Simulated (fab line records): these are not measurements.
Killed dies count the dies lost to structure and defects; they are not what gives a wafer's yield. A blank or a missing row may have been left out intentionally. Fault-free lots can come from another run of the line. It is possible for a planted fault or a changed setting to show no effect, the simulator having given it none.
fab line records | flow nandHarc | part 2 of 2: steps 24 to 31 of 31
record lots=5 wafers=15 lastDay=33
route steps=1302 shown A_CHANNEL_FILL_D2@633 A_STAIRCASE@639
lots with no fault: from the same line, run without faults
startH: the number of hours between the record's first day and the start of the first shown wafer of the lot | waitH: hours since the lot's step before | " the same as in the row above | L1.1+2: a row that stands for several wafers | - no value, or no start was given | * or withheld: withheld | < > ~ a bound
route shown NAME@n: NAME is a module with steps in the file, n the number in the route of the first one | usual: mean/standard deviation taken from wafers without a fault | same: alike in all rows | chamber/n: place in a boat | sites: readings site by site | _std_site: their standard deviation | _edge_site: mean of outer sites minus mean of inner sites | radiusMm: for every site, how far away it sits from the centre of the wafer | mask NAME#n: copy n | behind: tool/chamber where the wafer was last shaped | hold: what put the lot on hold/how long, in hours/how the hold closed | device: whichever transistor did not switch (one of n, p or np) | end of line: the route-end tests of the same wafers | a step given without rows: its recipe and nothing more | killed: dies that structure and defects cost at the first sort, which is not the same as the wafer's yield | map: the dies of a wafer, with x for killed, . for not killed, _ for no die there
set.NAME: the run value of the setting; set.NAME@STEP: its run value at that earlier step | model.NAME: the simulator's own value behind a step, which no gauge read
lots at some steps of the route; a table a step, a row a wafer
services: when a tool's chamber went out of use (startH, in hours from the record's first day, below 0 if earlier), for how many hours, and the reason
## steps
# step NHARC_A_STAIRCASE_COAT_03
# recipe spinRpm=1200
# usual resistLineTempC=22.98/0.11
# columns lot.wafer tool chamber startH waitH resistLineTempC
L076.1 lithoTrack-05 0 - - 22.96
L076.3 " 0 " " 23.07
L076.4 " 0 " " 23.00
L078.1 lithoTrack-02 0 - - 23.16
L078.2 " 0 " " 23.03
L078.4 " 0 " " 23.20
L080.1 lithoTrack-02 0 - - 22.82
L080.2 " 0 " " 23.01
L080.5 " 0 " " 23.04
L086.2 lithoTrack-05 0 - - 22.83
L086.3 " 0 " " 22.98
L086.5 " 0 " " 23.04
L096.3 lithoTrack-03 0 - - 22.87
L096.4 " 0 " " 22.87
L096.6 " 0 " " 23.09
# step NHARC_A_STAIRCASE_SOFTBAKE_04
# recipe tempC=135 timeS=170
# usual plateTempC=134.99/0.13 resistLineTempC=23.03/0.12
# columns lot.wafer tool chamber startH waitH plateTempC resistLineTempC
L076.1 lithoTrack-05 0 - - 134.93 22.82
L076.3 " 0 " " 135.03 22.95
L076.4 " 0 " " 135.09 23.13
L078.1 lithoTrack-02 0 - - 135.02 23.08
L078.2 " 0 " " 134.95 23.06
L078.4 " 0 " " 134.98 23.08
L080.1 lithoTrack-02 0 - - 134.96 22.97
L080.2 " 0 " " 135.09 22.98
L080.5 " 0 " " 135.06 22.86
L086.2 lithoTrack-05 0 - - 134.62 23.00
L086.3 " 0 " " 134.96 22.99
L086.5 " 0 " " 134.94 23.06
L096.3 lithoTrack-03 0 - - 134.73 23.01
L096.4 " 0 " " 134.84 23.15
L096.6 " 0 " " 134.90 22.93
# step NHARC_A_STAIRCASE_EBR_05
# usual resistLineTempC=23.01/0.11
# columns lot.wafer tool chamber startH waitH resistLineTempC
L076.1 lithoTrack-05 0 - - 23.10
L076.3 " 0 " " 23.04
L076.4 " 0 " " 23.06
L078.1 lithoTrack-02 0 - - 22.98
L078.2 " 0 " " 23.09
L078.4 " 0 " " 23.13
L080.1 lithoTrack-02 0 - - 22.91
L080.2 " 0 " " 23.08
L080.5 " 0 " " 23.05
L086.2 lithoTrack-05 0 - - 23.00
L086.3 " 0 " " 23.08
L086.5 " 0 " " 23.01
L096.3 lithoTrack-03 0 - - 22.93
L096.4 " 0 " " 23.04
L096.6 " 0 " " 23.04
# step NHARC_A_STAIRCASE_EXPOSE_06
# recipe na=0.5 doseMj=25.43 maskId=STAIR
# usual reticleTempC=23.00/0.1
# columns lot.wafer tool chamber startH waitH mask reticleTempC
L076.1 krfScanner-02 0 359.14 - STAIR#0 23.12
L076.3 " 0 " " STAIR#0 23.18
L076.4 " 0 " " STAIR#0 23.05
L078.1 krfScanner-01 0 391.11 - STAIR#0 22.79
L078.2 " 0 " " STAIR#0 22.94
L078.4 " 0 " " STAIR#0 22.83
L080.1 krfScanner-02 0 412.25 - STAIR#0 23.01
L080.2 " 0 " " STAIR#0 22.77
L080.5 " 0 " " STAIR#0 23.02
L086.2 krfScanner-04 0 460.79 - STAIR#0 23.04
L086.3 " 0 " " STAIR#0 23.03
L086.5 " 0 " " STAIR#0 23.05
L096.3 krfScanner-01 0 578.52 - STAIR#0 23.07
L096.4 " 0 " " STAIR#0 22.96
L096.6 " 0 " " STAIR#0 23.07
# step NHARC_A_STAIRCASE_PEB_07
# recipe pebTempC=115 pebTimeS=130
# usual plateTempC=115.03/0.15 resistLineTempC=22.99/0.13
# columns lot.wafer tool chamber startH waitH plateTempC resistLineTempC
L076.1 lithoTrack-02 0 359.20 0.1 114.77 22.80
L076.3 " 0 " " 115.01 22.86
L076.4 " 0 " " 115.01 22.92
L078.1 lithoTrack-03 0 391.18 0.1 115.05 23.07
L078.2 " 0 " " 115.10 22.99
L078.4 " 0 " " 115.02 22.90
L080.1 lithoTrack-02 0 412.32 0.1 114.91 22.89
L080.2 " 0 " " 114.81 22.94
L080.5 " 0 " " 115.01 23.04
L086.2 lithoTrack-03 0 460.85 0.1 115.05 22.85
L086.3 " 0 " " 114.78 22.80
L086.5 " 0 " " 114.84 22.73
L096.3 lithoTrack-05 0 578.58 0.0 115.09 23.03
L096.4 " 0 " " 114.97 22.94
L096.6 " 0 " " 114.93 23.01
# step NHARC_A_STAIRCASE_DEVELOP_08
# recipe timeS=140
# usual resistLineTempC=23.01/0.11
# columns lot.wafer tool chamber startH waitH resistLineTempC
L076.1 lithoTrack-02 0 - - 22.85
L076.3 " 0 " " 23.03
L076.4 " 0 " " 23.01
L078.1 lithoTrack-03 0 - - 22.97
L078.2 " 0 " " 22.96
L078.4 " 0 " " 22.83
L080.1 lithoTrack-02 0 - - 23.04
L080.2 " 0 " " 23.04
L080.5 " 0 " " 23.09
L086.2 lithoTrack-03 0 - - 23.24
L086.3 " 0 " " 23.15
L086.5 " 0 " " 23.03
L096.3 lithoTrack-05 0 - - 23.17
L096.4 " 0 " " 23.01
L096.6 " 0 " " 23.04
# step NHARC_A_STAIRCASE_HARDBAKE_10
# recipe tempC=120 timeS=140
# usual resistLineTempC=22.99/0.099
# columns lot.wafer tool chamber startH waitH resistLineTempC
L076.1 lithoTrack-03 0 359.42 - 22.81
L076.3 " 0 " " 22.91
L076.4 " 0 " " 22.93
L078.1 lithoTrack-03 0 391.39 - 23.03
L078.2 " 0 " " 23.02
L078.4 " 0 " " 23.10
L080.1 lithoTrack-02 0 412.53 - 22.95
L080.2 " 0 " " 23.01
L080.5 " 0 " " 23.10
L086.2 lithoTrack-03 0 461.07 - 22.96
L086.3 " 0 " " 23.01
L086.5 " 0 " " 23.04
L096.3 lithoTrack-03 0 578.80 - 23.11
L096.4 " 0 " " 22.90
L096.6 " 0 " " 23.05
# step NHARC_A_STAIRCASE_DESCUM_11
# recipe timeS=3 o2FlowSccm=200 arFlowSccm=0 biasPowerW=0 chemistry=O2
# usual drypumpMotorCurrentA=5.6/0.32 mfcArSccm=0.011/0.012 oesProductAu=1.000/0.01 rfVppV=57.9/0.8 showerheadPlenumPTorr=1.95/0.083 throttleValvePct=11.310/0.0089
# columns lot.wafer tool chamber startH waitH drypumpMotorCurrentA mfcArSccm oesProductAu rfHoursCounterH rfVppV showerheadPlenumPTorr throttleValvePct
L076.1 rieDiel-01 3 359.54 - 6.3 0 1.009 43 58.2 1.92 11.319
L076.4 " 0 " " 5.7 0.010 1.025 44 57.5 1.86 11.318
L076.3 " 2 " " 5.7 0 1.002 42 58.7 1.92 11.301
L078.2 rieDiel-04 0 391.49 - 5.8 0.016 0.998 8 58.8 2.04 11.296
L078.4 " 2 " " 5.6 0.037 0.992 8 58.5 1.94 11.303
L078.1 " 3 " " 5.6 0.004 1.002 8 57.1 1.95 11.293
L080.1 rieDiel-01 3 412.63 - 6.3 0 1.010 6 58.5 1.91 11.325
L080.2 " 1 " " 6.2 0 1.007 5 57.0 1.78 11.322
L080.5 " 3 " " 6.3 0 1.013 - 57.7 1.91 11.310
L086.2 rieDiel-04 2 461.16 - 5.7 0.037 0.992 33 56.5 1.93 11.306
L086.3 " 1 " " 5.5 0 1.001 30 58.0 2.01 11.287
L086.5 " 3 " " 5.6 0.004 0.989 - 58.3 1.94 11.309
L096.4 rieDiel-04 3 578.89 - 5.6 0.004 0.998 17 58.1 1.93 11.318
L096.3 " 1 " " 5.5 0 0.979 16 58.3 2.00 11.316
L096.6 " 3 " " 5.6 0.004 1.004 - 58.7 1.93 11.303
## services
# columns tool chamber startH hours kind
krfScanner-02 - 340.25 0.3 repair
plasmaAsher-01 - 342.23 9.0 pm
rieDiel-01 3 345.57 6.2 repair
wetBench-09 - 352.80 8.0 pm
rieDiel-04 - 354.90 9.0 pm
rieDiel-07 1 359.86 2.9 repair
rieDiel-01 1 366.50 3.8 repair
rieDiel-01 3 378.09 9.6 repair
rieDiel-01 - 380.80 9.0 pm
rieDiel-07 0 393.62 9.9 repair
lithoTrack-02 - 402.00 7.0 pm
rieDiel-07 0 403.85 8.8 repair
wetBench-05 - 436.88 8.0 pm
krfScanner-02 - 438.00 4.0 pm
lithoTrack-03 - 450.00 7.0 pm
lithoTrack-05 - 474.00 7.0 pm
krfScanner-02 - 527.34 0.4 repair
wetBench-09 - 528.80 8.0 pm
rieDiel-04 - 532.93 9.0 pm
rieDiel-07 1 554.62 4.5 repair
rieDiel-07 0 555.62 7.3 repair
rieDiel-01 - 557.89 9.0 pm
krfScanner-02 - 574.79 0.6 repair
lithoTrack-02 - 577.00 7.0 pm
